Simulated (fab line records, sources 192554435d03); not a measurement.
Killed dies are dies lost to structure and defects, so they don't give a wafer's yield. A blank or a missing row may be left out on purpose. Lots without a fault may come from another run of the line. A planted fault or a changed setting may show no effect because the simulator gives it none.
Chamber matching | flow n5_finfet | N5_BEOL_M7_CMP_52 on cmp-03: 4 sister chambers
The step polishes, stops on SiCOH lowk, t overpolish 6.9 s, target thk 80 nm. 8 wafers are shown with their chamber, then 11 later ones without.

WAFERS WITH THEIR CHAMBER
wafer  | chamber | motor_current_A (A) | barrier_field_endpoint_s (s)
L083.4 | 1       | 5.4                 | 28.5
L087.3 | 0       | 6.6                 | 30.4
L087.6 | 2       | 5.2                 | 29.5
L088.3 | 2       | 5.4                 | 29.5
L088.4 | 1       | 5.7                 | 28.9
L090.4 | 0       | 6.6                 | 29.5
L090.6 | 3       | 5.4                 | 28.3
L092.1 | 3       | 6.1                 | 29.1

WAFERS WITHOUT THEIR CHAMBER
wafer  | motor_current_A (A) | barrier_field_endpoint_s (s)
L092.4 | 5.9                 | 28.3
L092.6 | 6.0                 | 28.7
L091.2 | 6.0                 | 28.7
L091.4 | 6.6                 | 29.4
L091.5 | 6.4                 | 28.9
L093.1 | 6.1                 | 28.6
L093.2 | 5.3                 | 29.0
L093.6 | 5.4                 | 29.0
L096.1 | 5.8                 | 28.6
L096.2 | 5.4                 | 29.5
L096.5 | 6.5                 | 29.5

WHICH CHAMBER EACH WENT THROUGH
wafer  | from the rows above               | in truth
L092.4 | can't be placed: 3 or 1           | 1
L092.6 | can't be placed: 3 or 1           | 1
L091.2 | can't be placed: 3 or 1           | 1
L091.4 | 0                                 | 0
L091.5 | can't be placed: 3 or 0 or 1 or 2 | 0
L093.1 | can't be placed: 3 or 1           | 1
L093.2 | can't be placed: 2 or 1 or 3      | 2
L093.6 | can't be placed: 1 or 2 or 3      | 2
L096.1 | can't be placed: 3 or 1           | 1
L096.2 | can't be placed: 2 or 1 or 3      | 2
L096.5 | 0                                 | 0
Placed correctly: 2 of 11. Can't be placed from these rows: 9 (the true chamber is among the candidates in 9). Placed wrongly: 0.
How it was worked out, from the rows above alone: a wafer's distance from a chamber is the root of the sum, over the readings, of the square of ((its reading less the chamber's mean) divided by the reading's scatter). The wafer belongs to the nearest chamber; if the next one is less than 2 further off, it can't be placed. A chamber's mean is the mean of its shown wafers. The scatter: the root of (the sum of the squares of (reading less its chamber's mean) over the shown wafers, divided by (wafers less chambers)).
